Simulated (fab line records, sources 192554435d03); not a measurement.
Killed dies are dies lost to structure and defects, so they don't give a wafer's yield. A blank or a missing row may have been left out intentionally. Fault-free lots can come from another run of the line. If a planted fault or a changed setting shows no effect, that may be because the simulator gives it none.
Check of tool commonality || flow n5_finfet || Sampled: 10 lots, 30 wafers

WHY IT WAS OPENED
Of 10 lots, 2 have the reading RS_NWELL flagged at N5_BEOL_M4_RC_MEAS_101. No-fault wafers: 1037 ohm/sq, standard deviation 6.3.
Rule: a lot is flagged in two cases, either no wafer of it has a number, or all its wafers with numbers fall more than 4 standard deviations from that mean. As for the other lots, they are considered sound.

{"lot": "L984", "measured": "day 7 20:03", "on": "prober-01", "RS_NWELL (ohm/sq), wafer by wafer": "1037 1037 1034", "flag": ""}
{"lot": "L983", "measured": "day 8 10:10", "on": "prober-01", "RS_NWELL (ohm/sq), wafer by wafer": "1033 1043 1046", "flag": ""}
{"lot": "L985", "measured": "day 8 10:22", "on": "prober-02", "RS_NWELL (ohm/sq), wafer by wafer": "1039 1042 1037", "flag": ""}
{"lot": "L987", "measured": "day 9 03:16", "on": "prober-02", "RS_NWELL (ohm/sq), wafer by wafer": "1040 1042 1039", "flag": ""}
{"lot": "L989", "measured": "day 9 12:04", "on": "prober-01", "RS_NWELL (ohm/sq), wafer by wafer": "1029 1034 1030", "flag": ""}
{"lot": "L998", "measured": "day 12 01:44", "on": "prober-01", "RS_NWELL (ohm/sq), wafer by wafer": "1219 1217 1224", "flag": "FLAGGED"}
{"lot": "L100", "measured": "day 12 05:22", "on": "prober-02", "RS_NWELL (ohm/sq), wafer by wafer": "1214 1225 1217", "flag": "FLAGGED"}
{"lot": "L103", "measured": "day 13 01:34", "on": "prober-02", "RS_NWELL (ohm/sq), wafer by wafer": "1036 1037 1039", "flag": ""}
{"lot": "L101", "measured": "day 13 01:41", "on": "prober-01", "RS_NWELL (ohm/sq), wafer by wafer": "1037 1041 1035", "flag": ""}
{"lot": "L105", "measured": "day 13 16:08", "on": "prober-01", "RS_NWELL (ohm/sq), wafer by wafer": "1047 1047 1042", "flag": ""}
The mean of the flagged lots' numbers is 1219 ohm/sq, +182 ohm/sq from the usual (+29 standard deviations).

EACH LOT AND THE TOOL IT RAN ON
Before the reading, the record contains 2 process steps out of a 1938-step route. Cell contents, in order: the tool; ch with the chambers the sampled wafers went through; the start.
{"lot": "L984", "flag": "", "N5_ZERO_LAYER_ETCH_17": "rie_diel-03 ch 1,2, day 1 18:50", "N5_WELL_APT_IMPLANT_14": "implanter-02 ch 0, day 1 20:29"}
{"lot": "L983", "flag": "", "N5_ZERO_LAYER_ETCH_17": "rie_diel-01 ch 0,2,3, day 1 12:50", "N5_WELL_APT_IMPLANT_14": "implanter-01 ch 0, day 1 14:05"}
{"lot": "L985", "flag": "", "N5_ZERO_LAYER_ETCH_17": "rie_diel-01 ch 2,3, day 2 00:50", "N5_WELL_APT_IMPLANT_14": "implanter-02 ch 0, day 2 02:00"}
{"lot": "L987", "flag": "", "N5_ZERO_LAYER_ETCH_17": "rie_diel-04 ch 2,3, day 2 12:43", "N5_WELL_APT_IMPLANT_14": "implanter-01 ch 0, day 2 13:52"}
{"lot": "L989", "flag": "", "N5_ZERO_LAYER_ETCH_17": "rie_diel-04 ch 0,2, day 3 00:43", "N5_WELL_APT_IMPLANT_14": "implanter-02 ch 0, day 3 01:48"}
{"lot": "L998", "flag": "FLAGGED", "N5_ZERO_LAYER_ETCH_17": "rie_diel-03 ch 0,1,2, day 5 06:59", "N5_WELL_APT_IMPLANT_14": "implanter-02 ch 0, day 5 08:02"}
{"lot": "L100", "flag": "FLAGGED", "N5_ZERO_LAYER_ETCH_17": "rie_diel-01 ch 1,2, day 5 18:43", "N5_WELL_APT_IMPLANT_14": "implanter-02 ch 0, day 5 20:02"}
{"lot": "L103", "flag": "", "N5_ZERO_LAYER_ETCH_17": "rie_diel-04 ch 0,1,3, day 6 12:44", "N5_WELL_APT_IMPLANT_14": "implanter-01 ch 0, day 6 13:47"}
{"lot": "L101", "flag": "", "N5_ZERO_LAYER_ETCH_17": "rie_diel-01 ch 0,1,2, day 6 00:44", "N5_WELL_APT_IMPLANT_14": "implanter-01 ch 0, day 6 01:51"}
{"lot": "L105", "flag": "", "N5_ZERO_LAYER_ETCH_17": "rie_diel-04 ch 2,3, day 7 00:51", "N5_WELL_APT_IMPLANT_14": "implanter-01 ch 0, day 7 01:58"}
What these steps do:
- N5_ZERO_LAYER_ETCH_17: etches SiO2 in CF4, target depth 12 nm, time 13.3 s.
- N5_WELL_APT_IMPLANT_14
- N5_BEOL_M4_RC_MEAS_101

FLAGGED AGAINST TOTAL, ONE TOOL AT A TIME (gauges that did the reading follow at the end)
{"step": "N5_ZERO_LAYER_ETCH_17", "tool": "rie_diel-01", "lots run": 4, "flagged": 1, "share of the flagged lots": "some", "sound lots run after its first flagged lot": "1 (L101)"}
{"step": "N5_ZERO_LAYER_ETCH_17", "tool": "rie_diel-03", "lots run": 2, "flagged": 1, "share of the flagged lots": "some", "sound lots run after its first flagged lot": 0}
{"step": "N5_ZERO_LAYER_ETCH_17", "tool": "rie_diel-04", "lots run": 4, "flagged": 0, "share of the flagged lots": "none", "sound lots run after its first flagged lot": "-"}
{"step": "N5_WELL_APT_IMPLANT_14", "tool": "implanter-01", "lots run": 5, "flagged": 0, "share of the flagged lots": "none", "sound lots run after its first flagged lot": "-"}
{"step": "N5_WELL_APT_IMPLANT_14", "tool": "implanter-02", "lots run": 5, "flagged": 2, "share of the flagged lots": "all", "sound lots run after its first flagged lot": 0}
{"step": "N5_BEOL_M4_RC_MEAS_101", "tool": "prober-01", "lots run": 6, "flagged": 1, "share of the flagged lots": "some", "sound lots run after its first flagged lot": "2 (L101,L105)"}
{"step": "N5_BEOL_M4_RC_MEAS_101", "tool": "prober-02", "lots run": 4, "flagged": 1, "share of the flagged lots": "some", "sound lots run after its first flagged lot": "1 (L103)"}

WHAT THE TABLE ALLOWS
Rows of the table that ran each flagged lot: 1, that is implanter-02 at N5_WELL_APT_IMPLANT_14.
- implanter-02 at N5_WELL_APT_IMPLANT_14 ran 5 lots, 2 of them flagged. It ran its last sound lot, L989, at day 3 01:48 and its first flagged lot, L998, at day 5 08:02: a fault with its onset between the two fits. Its own readings (dose_ions_cm2, faraday_current_uA) fall more than 4 standard deviations out on all wafers of the flagged lots.
Left over: one tool, implanter-02 at N5_WELL_APT_IMPLANT_14.

WHAT HAD BEEN PUT IN BY THE SIMULATOR
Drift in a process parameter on implanter-02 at N5_WELL_APT_IMPLANT_14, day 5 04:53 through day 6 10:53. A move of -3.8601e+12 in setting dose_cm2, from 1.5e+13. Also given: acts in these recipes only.
Shown lots that were struck: L998, L100. The rule above found the same.
